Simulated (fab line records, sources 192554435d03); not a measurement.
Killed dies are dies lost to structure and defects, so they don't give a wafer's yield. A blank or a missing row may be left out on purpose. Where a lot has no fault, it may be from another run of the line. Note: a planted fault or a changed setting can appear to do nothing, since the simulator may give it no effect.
Chamber matching    flow n5 finfet    N5_BEOL_M10_CURE_71 on uv cure-01: 3 sister chambers
The step cures SiCOH lowk, time 240 s. 3 wafers are shown with their chamber, then 11 later ones without.

WAFERS, EACH WITH ITS CHAMBER
wafer   chamber  wafer_temp_C_max
L080.6  2        385.5
L083.6  0        387.2
L089.1  1        386.8

WAFERS WITH NO CHAMBER GIVEN
wafer   wafer_temp_C_max
L089.3  387.0
L089.4  388.2
L095.3  386.2
L095.4  386.7
L095.6  386.1
L090.2  386.4
L090.4  385.7
L090.6  386.0
L097.1  387.9
L097.2  386.9
L097.6  387.7

CHAMBER TAKEN BY EACH
wafer   from the rows above           in truth
L089.3  can't be placed: 0 or 1       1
L089.4  can't be placed: 0 or 1       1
L095.3  can't be placed: 1 or 2 or 0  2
L095.4  can't be placed: 1 or 0       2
L095.6  can't be placed: 2 or 1 or 0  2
L090.2  can't be placed: 1 or 0 or 2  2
L090.4  can't be placed: 2 or 1       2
L090.6  can't be placed: 2 or 1 or 0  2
L097.1  can't be placed: 0 or 1       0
L097.2  can't be placed: 1 or 0       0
L097.6  can't be placed: 0 or 1       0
0 of 11 placed correctly. These rows do not allow placing 11 (true chamber among the candidates in 10). Placed wrongly: 0.
How it was worked out, from the rows above alone: a wafer's distance from a chamber is the root of the sum, over the readings, of the square of ((its reading less the chamber's mean) divided by the reading's scatter). The wafer belongs to the nearest chamber; if the next one is less than 2 further off, it can't be placed. The mean given for a chamber averages the wafers shown for that chamber. The scatter (one wafer shown for each chamber): square how far every hidden wafer sits from the nearest shown wafer, average those squares and take the square root.
